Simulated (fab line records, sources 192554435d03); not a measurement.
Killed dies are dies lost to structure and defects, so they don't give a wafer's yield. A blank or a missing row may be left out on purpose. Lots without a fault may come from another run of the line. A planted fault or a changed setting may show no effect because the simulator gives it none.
One fault seen from 3 desks | flow n5_finfet | each desk has only its own numbers; what lay behind them comes last

THE METROLOGY DESK
What the gauges read, lot by lot, whatever tool the lot ran on: means of the sampled wafers that have a number. A lot is out of limits, marked OUT, if its mean lies more than 4 standard deviations from the usual mean; the brackets give that distance. Of its 10 readings 7 are shown: those that lie furthest out on some lot.
Columns: A = DIBL_N at N5_BEOL_M4_RC_MEAS_101, usual 36.0 mV/V; B = DIBL_P at N5_BEOL_M4_RC_MEAS_101, usual 36.2 mV/V; C = IOFF_N at N5_BEOL_M4_RC_MEAS_101, usual 0.16 nA/um; D = IOFF_P at N5_BEOL_M4_RC_MEAS_101, usual 0.21 nA/um; E = ION_N at N5_BEOL_M4_RC_MEAS_101, usual 679 uA/um; F = SS_N at N5_BEOL_M4_RC_MEAS_101, usual 71.4 mV/dec; G = VT_P at N5_BEOL_M4_RC_MEAS_101, usual -251 mV
lot  | first seen here | A    | B    | C    | D    | E   | F    | G
L770 | day 8 23:01     | 37.2 | 36.9 | 0.17 | 0.25 | 685 | 71.4 | -247
L772 | day 9 03:38     | 35.2 | 33.5 | 0.13 | 0.18 | 667 | 70.7 | -252
L775 | day 9 14:20     | 35.9 | 35.0 | 0.15 | 0.19 | 681 | 70.8 | -252
L776 | day 9 15:16     | 36.6 | 37.2 | 0.17 | 0.23 | 682 | 71.6 | -248
L779 | day 10 14:33    | 35.7 | 36.6 | 0.14 | 0.20 | 661 | 71.3 | -252
L787 | day 12 03:20    | 34.8 | 34.2 | 0.12 | 0.15 | 668 | 70.8 | -256
L789 | day 12 20:01    | 35.5 | 37.4 | 0.17 | 0.19 | 685 | 71.5 | -254
L790 | day 13 18:41    | 37.2 | 38.5 | 0.18 | 0.23 | 687 | 71.8 | -251
L791 | day 14 01:46    | 38.1 | 37.1 | 0.19 | 0.22 | 697 | 71.5 | -249
L793 | day 14 04:23    | 37.4 | 38.2 | 0.18 | 0.24 | 686 | 71.7 | -251
L792 | day 14 09:19    | 38.6 | 40.8 | 0.22 | 0.27 | 686 | 72.2 | -248
This desk's finding: nothing out of limits on any of the 11 lots.

THE DEFECT DESK
What the inspections along the route counted, lot by lot: means of the sampled wafers that have a number. A lot is out of limits, marked OUT, if its mean lies more than 4 standard deviations from the usual mean; the brackets give that distance.
Columns: A = raw_defect_count at N5_MOL_CONTACT_COAG_INSPECT_97, usual 45; B = raw_defect_count at N5_BEOL_M0_SAQP_INSPECT_16, usual 527
lot  | first seen here | A   | B
L770 | day 6 07:07     | 33  | 455
L772 | day 6 07:22     | 47  | 547
L775 | day 6 17:52     | 38  | 499
L776 | day 7 00:09     | 54  | 394
L779 | day 7 16:33     | 32  | 784
L787 | day 9 14:40     | 36  | 470
L789 | day 10 03:59    | 34  | 520
L790 | day 10 16:37    | 107 | 653
L791 | day 10 20:35    | 51  | 379
L793 | day 11 08:08    | 56  | 590
L792 | day 11 11:11    | 34  | 634
This desk's finding: nothing out of limits on any of the 11 lots.

THE TOOL OWNER'S DESK: litho_track-05
The tool's own readings at N5_BEOL_M0_SAQP_COAT_08 (resist thk 90 nm): means of the sampled wafers that have a number, for each lot that ran on this tool. A lot is out of limits, marked OUT, if its mean lies more than 4 standard deviations from the usual mean; the brackets give that distance.
Columns: A = spin_speed_rpm at N5_BEOL_M0_SAQP_COAT_08, usual 1500.0 rpm
lot  | first seen here | A
L770 | day 6 10:13     | 1499.7
L776 | day 7 00:59     | 1562.4 (+65) OUT
L779 | day 7 19:59     | 1563.3 (+66) OUT
L793 | day 11 10:31    | 1499.7
L792 | day 11 15:11    | 1499.3
This desk's finding: out of limits on L776, L779; first on L776, day 7 00:59 (spin_speed_rpm at N5_BEOL_M0_SAQP_COAT_08). In limits: L770, L793, L792.

PUT TOGETHER
The tool owner's desk could have raised an alarm at day 7 00:59, on L776, L779.
The metrology desk saw nothing out of limits.
The defect desk saw nothing out of limits.
The metrology desk has L776, L779 on record, within its limits.
The defect desk has L776, L779 on record, within its limits.
Of the lots named, all ran N5_BEOL_M0_SAQP_COAT_08 on litho_track-05.

WHAT THE SIMULATOR HAD PUT IN
Process parameter drift: litho_track-05, from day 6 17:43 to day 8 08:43, at N5_BEOL_M0_SAQP_COAT_08. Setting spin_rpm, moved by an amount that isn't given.
Lots struck among those shown: L776, L779.
Hours from the fault's start to each desk's first reading out of limits: the tool owner's desk, 7.
